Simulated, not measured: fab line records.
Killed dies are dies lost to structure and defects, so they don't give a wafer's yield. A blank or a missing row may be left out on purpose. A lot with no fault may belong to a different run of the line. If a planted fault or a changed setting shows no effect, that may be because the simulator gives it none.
A single fault, viewed from 2 desks	flow n5-finfet	numbers are kept per desk, each desk with only its own; the story behind them comes last

THE METROLOGY DESK
What the gauges read for every lot (on any tool): the sampled wafers with a number, averaged. The brackets show how far a lot's mean lies from the usual mean; more than 4 standard deviations puts the lot out of limits, marked OUT.
Columns: A = V6_OVL at N5_BEOL_M7_OVL_MEAS_29, usual -0.2 nm
lot	first seen here	A
L913	day 9 09:35	0.4
L912	day 9 12:29	-0.4
L915	day 10 14:21	0.5
L917	day 10 20:58	-0.7
L919	day 11 14:08	-0.8
L920	day 11 20:37	-1.4
L928	day 13 09:25	-1.0
L925	day 13 17:02	0.8
L929	day 14 02:16	-0.3
L931	day 14 11:55	-0.0
L930	day 14 12:54	-0.5
Result from this desk: across the 11 lots, nothing is out of limits.

AT THE TOOL OWNER'S DESK: litho-track-02
The tool's own readings at N5_BEOL_M7_COAT_63 (time 60 s, resist thk 60 nm): means of the sampled wafers that have a number, for each lot that ran on this tool. The brackets show how far a lot's mean lies from the usual mean; more than 4 standard deviations puts the lot out of limits, marked OUT.
Columns: A = dispense-pressure-kPa at N5_BEOL_M7_COAT_63, usual 44 kPa; B = spin-speed-rpm at N5_BEOL_M7_COAT_63, usual 1499.9 rpm
lot	first seen here	A	B
L915	day 10 13:53	42	1499.6
L917	day 10 20:40	42	1501.3
L919	day 11 13:50	42	1499.2
L920	day 11 20:19	42	1499.2
L928	day 13 09:04	42	1602.9 (+99 or more) OUT
L925	day 13 16:37	42	1604.3 (+99 or more) OUT
Finding of this desk: L925, L928 out of limits; the first was L928 at day 13 09:04, on spin-speed-rpm at N5_BEOL_M7_COAT_63. In limits: L915, L917, L919, L920.

BROUGHT TOGETHER
On L925, L928, at day 13 09:04, an alarm was possible from the tool owner's desk.
Nothing out of limits was seen by the metrology desk.
The metrology desk holds a record of L925, L928, inside its limits.
N5_BEOL_M7_COAT_63 was run on litho-track-02 by each of the lots named.

WHAT WAS PUT IN BY THE SIMULATOR
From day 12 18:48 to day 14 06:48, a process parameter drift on litho-track-02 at N5_BEOL_M7_COAT_63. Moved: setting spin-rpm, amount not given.
Lots struck among those shown: L925, L928.
How many hours passed from the start of the fault until each desk's first out-of-limits reading: the tool owner's desk, 14.
